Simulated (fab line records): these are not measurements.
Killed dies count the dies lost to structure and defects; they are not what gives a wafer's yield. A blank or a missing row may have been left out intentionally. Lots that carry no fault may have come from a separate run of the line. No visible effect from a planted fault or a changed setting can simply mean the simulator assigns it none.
Chamber matching    flow nandHarc    NHARC_A_STAIRCASE_TRIM_220 on rieDiel-08: 4 sister chambers
The step chemistry O2, time 211.2 s. 33 wafers are shown with their chamber, then 12 later ones without.

WAFERS PAIRED WITH THEIR CHAMBERS
wafer   chamber  drypumpMotorCurrentA (A)  showerheadPlenumPTorr (Torr)  oesProductAu (a.u.)
L075.2  2        5.4                       3.43                          0.998
L075.3  0        4.9                       3.29                          0.982
L075.4  0        4.9                       3.29                          0.989
L080.1  3        6.3                       3.31                          0.989
L080.4  1        6.2                       3.55                          1.004
L080.5  1        6.2                       3.55                          1.008
L078.2  2        5.4                       3.42                          1.016
L078.4  1        6.2                       3.55                          1.010
L078.6  2        5.5                       3.42                          1.019
L078.1  0        4.9                       3.28                          0.988
L078.3  3        6.3                       3.31                          1.009
L078.5  1        6.2                       3.55                          1.014
L079.3  2        5.5                       3.42                          1.011
L079.5  1        6.2                       3.54                          1.009
L079.6  0        4.9                       3.28                          0.987
L081.2  3        6.2                       3.31                          1.001
L081.3  0        4.9                       3.28                          0.990
L081.6  2        5.5                       3.42                          1.021
L083.1  1        6.2                       3.54                          0.992
L083.3  2        5.4                       3.41                          1.010
L083.5  2        5.4                       3.41                          1.011
L083.2  3        6.3                       3.30                          1.001
L083.4  0        5.0                       3.27                          0.998
L083.6  3        6.3                       3.30                          1.005
L085.2  2        5.4                       3.41                          1.024
L085.3  1        6.2                       3.54                          1.013
L085.6  1        6.2                       3.54                          1.008
L084.1  2        5.4                       3.41                          1.024
L084.3  0        4.9                       3.27                          1.000
L084.5  3        6.2                       3.30                          1.015
L088.1  3        6.2                       3.29                          1.003
L088.3  1        6.2                       3.53                          1.002
L088.5  3        6.2                       3.29                          0.999

SIGNATURES (means of the wafers above)
reading                chamber 0  chamber 1  chamber 2  chamber 3  scatter within a chamber
drypumpMotorCurrentA   4.914      6.200      5.433      6.250      0.0409
showerheadPlenumPTorr  3.2800     3.5433     3.4167     3.3013     0.00763
oesProductAu           0.99057    1.00667    1.01489    1.00275    0.00734
Rule: for each reading, subtract the chamber's mean from the wafer's reading, divide by that reading's scatter and square the result; add these up over the readings and take the root, which gives the wafer's distance from the chamber. If the next closest chamber is less than 2 further off than the closest, the wafer can't be placed; otherwise it belongs to the closest. The scatter: take each reading less its chamber's mean, square it, sum over the shown wafers, divide by the number of wafers less the number of chambers, and take the root.

WAFERS WITH NO CHAMBER GIVEN
wafer   drypumpMotorCurrentA (A)  showerheadPlenumPTorr (Torr)  oesProductAu (a.u.)
L091.1  6.2                       3.52                          0.998
L091.2  5.4                       3.40                          0.996
L091.3  4.9                       3.26                          1.002
L091.4  6.2                       3.29                          0.997
L091.5  6.2                       3.52                          1.004
L091.6  4.9                       3.26                          0.991
L097.1  6.2                       3.52                          0.983
L097.3  6.3                       3.80                          0.985
L097.4  5.4                       3.39                          0.985
L097.2  4.9                       3.80                          0.983
L097.5  6.3                       3.80                          0.988
L097.6  4.9                       3.80                          0.985

CHAMBER TAKEN BY EACH
wafer    from the rows above   in truth
L091.1   1                     1
L091.2   2                     2
L091.3   0                     0
L091.4   3                     3
L091.5   1                     1
L091.6   0                     0
L097.1   1                     1
L097.3   1                     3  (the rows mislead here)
L097.4   2                     2
L097.2   1                     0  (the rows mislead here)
L097.5   1                     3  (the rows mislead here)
L097.6   1                     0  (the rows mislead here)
Placed correctly: 8 of 12. Can't be placed from these rows: 0. Placed wrongly: 4.
